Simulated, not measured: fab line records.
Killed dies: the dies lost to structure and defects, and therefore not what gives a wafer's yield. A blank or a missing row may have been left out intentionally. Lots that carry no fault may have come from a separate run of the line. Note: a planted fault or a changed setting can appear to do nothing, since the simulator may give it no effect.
What tool caused it?    flow nand harc    11 lots, 33 wafers sampled, at 5 steps of a route of 1159

WHAT EACH GAUGE READ, for each wafer
NHARC_P_M2_INSPECT_27. Usual: raw defect count reads 298 (standard deviation 97).
lot   measured      on                 raw defect count  flag
L897  day 6 08:31   defect inspect-02  323 370 252       
L898  day 6 18:08   defect inspect-01  213 201 283       
L900  day 7 01:43   defect inspect-01  226 263 273       
L912  day 10 13:03  defect inspect-02  211 291 296       
L915  day 10 19:27  defect inspect-02  192 230 138       
L914  day 10 22:52  defect inspect-02  305 164 165       
L916  day 11 00:56  defect inspect-02  546 527 461       
L917  day 11 09:32  defect inspect-01  442 359 339       
L918  day 11 12:36  defect inspect-01  399 368 417       
L919  day 11 16:09  defect inspect-02  356 277 379       
L920  day 11 20:32  defect inspect-02  306 328 428       

NHARC_P_BONDPAD_THK_MEAS_20: measures by xrf. Usual: thk nm reads 160.9 nm (standard deviation 1.2).
lot   measured      on             thk nm (nm)        flag
L897  day 6 13:13   film metro-02  161.7 159.1 161.9  
L898  day 6 22:29   film metro-02  161.9 160.5 161.6  
L900  day 7 06:08   film metro-01  160.3 160.2 161.1  
L912  day 10 17:37  film metro-02  160.8 159.6 162.2  
L915  day 10 23:47  film metro-02  160.1 161.6 160.5  
L914  day 11 03:11  film metro-01  161.3 162.8 163.0  
L916  day 11 05:16  film metro-02  159.5 159.9 161.7  
L917  day 11 14:00  film metro-02  161.1 163.5 159.8  
L918  day 11 17:13  film metro-01  162.1 157.7 159.2  
L919  day 11 20:38  film metro-01  161.1 160.9 160.4  
L920  day 12 00:55  film metro-02  161.8 160.6 161.9  

NHARC_END_SORT_01. Usual: defect limited yield 95.4 %, standard deviation 1.6; killed at array 27, standard deviation 11; killed at other 0.8, standard deviation 1.4; killed at periphery 3.3, standard deviation 2; killed dies 31, standard deviation 11; killed open 3.4, standard deviation 1.8; killed short 2.1, standard deviation 1.3; sort_bin_2_pct 1.4 %, standard deviation 0.7; sort_bin_3_pct 0.24 %, standard deviation 0.21; sort_bin_4_pct 2.9 %, standard deviation 1; sort n pass 646, standard deviation 11; sort rim yield pct 95.4 %, standard deviation 2.8; sort yield pct 95.4 %, standard deviation 1.6.
lot   measured      on         defect limited yield (%)  killed at array  killed at other  killed at periphery  killed dies  killed open  killed short  sort_bin_2_pct (%)  sort_bin_3_pct (%)  sort_bin_4_pct (%)  sort n pass  sort rim yield pct (%)  sort yield pct (%)  flag
L912  day 23 10:17  prober-02  93.6 94.4 93.8            38 34 32         2 1 4            3 3 6                43 38 42     3 2 4        2 4 0         3.0 1.3 2.4         0.44 0.44 0         3.0 3.8 3.8         634 639 635  85.8 95.3 92.5          93.6 94.4 93.8      

WHAT TOOL EACH LOT RAN ON (gives the tool, then ch and the chambers of the sampled wafers, and finally the start)
lot   NHARC_P_BONDPAD_ETCH_24             NHARC_P_BONDPAD_CMP_19
L897  rie diel-11 ch 1,3, day 6 11:14     cmp-03 ch 0,1, day 6 12:53
L898  rie diel-11 ch 0,1,3, day 6 20:40   cmp-04 ch 0,1, day 6 22:09
L900  rie diel-11 ch 0,2,3, day 7 04:19   cmp-04 ch 0,1,3, day 7 05:49
L912  rie diel-11 ch 0,2,3, day 10 15:47  cmp-03 ch 0,2,3, day 10 17:17
L915  rie diel-12 ch 0,2,3, day 10 21:59  cmp-04 ch 1,2,3, day 10 23:31
L914  rie diel-12 ch 0,2, day 11 01:19    cmp-03 ch 0,1,3, day 11 02:55
L916  rie diel-11 ch 1,2,3, day 11 03:25  cmp-04 ch 0,3, day 11 04:57
L917  rie diel-06 ch 0,2,3, day 11 12:08  cmp-02 ch 2,3, day 11 13:43
L918  rie diel-11 ch 1,2,3, day 11 15:25  cmp-04 ch 0,3, day 11 16:53
L919  rie diel-11 ch 0,2,3, day 11 18:49  cmp-04 ch 1,3, day 11 20:21
L920  rie diel-11 ch 0,1,2, day 11 23:07  cmp-02 ch 0,2,3, day 12 00:37
- NHARC_P_BONDPAD_ETCH_24: etches the open film in CF4/N2, target depth 30 nm, time 72.99 s.
- NHARC_P_BONDPAD_CMP_19: polishes, t overpolish 30 s, cu recess touch 16 s, target thk 160.81 nm.

WHAT THE TOOLS THEMSELVES READ (means of the sampled wafers that have a number; where no wafer has one, the mark that the record gives instead)
NHARC_P_BONDPAD_ETCH_24. Usual: drypump motor current A 5.5 A, standard deviation 0.42; oes product au 1.004 a.u., standard deviation 0.0081; rf vpp V 316.3 V, standard deviation 1.8; run length s 94.3 s, standard deviation 0.45; showerhead plenum p Torr 2.75 Torr, standard deviation 0.096; throttle valve pct 19.794 %, standard deviation 0.0084.
lot   tool         drypump motor current A (A)  oes product au (a.u.)  rf vpp V (V)  run length s (s)  showerhead plenum p Torr (Torr)  throttle valve pct (%)  flag
L897  rie diel-11  5.6                          1.014                  316.9         94.2              2.79                             19.788                  
L898  rie diel-11  5.6                          1.002                  316.9         94.5              2.81                             19.791                  
L900  rie diel-11  5.2                          1.000                  317.1         88.7              2.81                             19.791                  OFF
L912  rie diel-11  5.3                          1.006                  317.4         94.3              2.81                             19.790                  
L915  rie diel-12  5.7                          1.002                  314.9         93.9              2.64                             19.796                  
L914  rie diel-12  5.5                          1.001                  314.0         93.7              2.60                             19.797                  
L916  rie diel-11  5.3                          1.004                  317.3         94.0              2.80                             19.798                  
L917  rie diel-06  5.6                          0.998                  317.4         94.3              2.75                             19.789                  
L918  rie diel-11  5.3                          1.010                  317.9         94.2              2.80                             19.794                  
L919  rie diel-11  5.3                          1.006                  317.2         94.3              2.81                             19.786                  
L920  rie diel-11  5.2                          1.012                  316.9         94.2              2.79                             19.796                  

NHARC_P_BONDPAD_CMP_19. Usual: motor current A 12.1 A, standard deviation 1.4; overpolish run s 30.002 s, standard deviation 0.0093; slurry flow ml min 150.0, standard deviation 0.48.
lot   tool    motor current A (A)  overpolish run s (s)  slurry flow ml min  flag
L897  cmp-03  12.6                 30.004                150.3               
L898  cmp-04  13.0                 29.996                149.9               
L900  cmp-04  11.7                 30.006                150.0               
L912  cmp-03  11.8                 30.001                149.7               
L915  cmp-04  11.7                 30.008                150.6               
L914  cmp-03  12.4                 29.996                149.6               
L916  cmp-04  13.7                 30.005                149.6               
L917  cmp-02  12.2                 29.998                149.6               
L918  cmp-04  14.3                 30.002                149.7               
L919  cmp-04  10.6                 30.003                149.9               
L920  cmp-02  12.3                 30.004                149.9               

THE ANSWER, worked out from the rows above alone
Rule: a lot counts as off when the mean over its wafers that have a number is more than 3 standard deviations away from the usual mean. Also off: a lot with no number at a reading for which 4 or more lots have one. Any other lot the step has rows for is counted as sound. First the gauges in route order, then the tools' own readings, where a lot's mean is used as printed above. At the first step where some lot is off, the reading lying furthest off is the one used; lots without a number count as furthest.
Off: L900 (NHARC_P_BONDPAD_ETCH_24, run length s).
If a tool, at that step or one of the process steps before it, ran each lot that is off and ran no sound lot following the first of them, it fits. Not one of the candidates tried fits.

WHAT THE SIMULATOR PUT IN
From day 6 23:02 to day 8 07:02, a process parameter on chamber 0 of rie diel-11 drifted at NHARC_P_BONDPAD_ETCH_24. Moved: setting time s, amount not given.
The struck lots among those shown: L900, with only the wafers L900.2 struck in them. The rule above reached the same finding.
